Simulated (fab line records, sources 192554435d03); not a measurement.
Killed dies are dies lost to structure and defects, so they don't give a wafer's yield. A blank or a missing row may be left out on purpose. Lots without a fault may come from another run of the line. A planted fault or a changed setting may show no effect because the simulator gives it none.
Split-lot experiment | flow n5_finfet | 7 lots, 21 wafers read, on a route of 1938 steps

THE SPLIT
At N5_HKMG_FIN_ETCH_58 (etches SOC in N2/H2, target depth 215.8 nm, time 741 s), the setting bias_w was moved away from the recipe's 13 W on 4 of the 21 wafers read, by -14.6% to +16.8%. The other wafers ran this setting at the recipe's value.

The reading is taken at the split's own step.

THE READING
rf_vpp_V, in V, at N5_HKMG_FIN_ETCH_58 (etches SOC in N2/H2, target depth 215.8 nm, time 741 s). Fault-free wafers of this fab line usually give 99.2 V, standard deviation 1.1 V.

wafer  | tool, chamber at the split | bias_w as run, W | against the recipe | rf_vpp_V, V | against lot-mates on the recipe
L078.4 | rie_diel-01, 0             | 13               | recipe             | 99.6        | -
L078.5 | rie_diel-01, 2             | 13               | recipe             | 99.6        | -
L078.6 | rie_diel-01, 1             | 13               | recipe             | 98.7        | -
L080.3 | rie_diel-03, 0             | 13               | recipe             | 100.3       | -
L080.4 | rie_diel-03, 1             | 13               | recipe             | 97.7        | -
L080.5 | rie_diel-03, 3             | 13               | recipe             | 96.8        | -
L081.1 | rie_diel-04, 2             | 13               | recipe             | 99.3        | -
L081.2 | rie_diel-04, 0             | 13               | recipe             | 99.0        | -
L081.5 | rie_diel-04, 3             | 13               | recipe             | 99.7        | -
L084.1 | rie_diel-03, 2             | 13               | recipe             | 100.1       | -
L084.4 | rie_diel-03, 3             | 13               | recipe             | 100.0       | -
L084.5 | rie_diel-03, 3             | 15.19            | +16.8%             | 108.8       | +8.8
L093.1 | rie_diel-03, 1             | 13               | recipe             | 99.9        | -
L093.3 | rie_diel-03, 3             | 13               | recipe             | 98.5        | -
L093.6 | rie_diel-03, 2             | 13               | recipe             | 98.9        | -
L096.3 | rie_diel-04, 1             | 13               | recipe             | 99.7        | -
L096.4 | rie_diel-04, 3             | 12.34            | -5.1%              | 96.7        | -3.0
L096.5 | rie_diel-04, 1             | 12.34            | -5.1%              | 97.5        | -2.2
L097.1 | rie_diel-03, 1             | 13               | recipe             | 100.2       | -
L097.3 | rie_diel-03, 3             | 13               | recipe             | 97.0        | -
L097.6 | rie_diel-03, 1             | 11.1             | -14.6%             | 90.5        | -8.1

THE FIT
A straight line over all 21 wafers: rf_vpp_V changes by +0.565 V for each +1% of bias_w; r = +0.95; the points scatter about the line by 1 V.
The same after taking each lot's own level away (the mean of its wafers on the recipe; 21 wafers): +0.532 V for each +1%; r = +0.96; scatter 0.86 V.
On that fit, the largest move of bias_w shifts the reading by 9 V.
The lots' own levels span 98.27 to 100.05 V, that is 1.6 times the standard deviation above.
So the lot-to-lot level changes the slope little: the two slopes agree.
Check: with one of the wafers moved furthest among these (+16.8%) left out of the fit, the line predicts +9.23 V for it against its lot-mates. It came out at +8.75 V against them.
Tool readings at the split's step, against how far the setting was moved: rf_vpp_V r = +0.95.

OTHER SPLITS ON THESE WAFERS
These wafers also went through other splits before the reading. Each is held against what the fit with the lots' levels taken away leaves over:
other split on the same wafers | wafers away from the commonest value | r with rf_vpp_V (lot level and that fit taken away)
N5_SDB_EXPOSE_08 dose_mj       | 5                                    | +0.00
N5_HKMG_FIN_ETCH_54 source_w   | 9                                    | +0.11

THE FILE'S OWN FIT
rf_vpp_V changes by +0.533 V for each +1% of bias_w, r = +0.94.
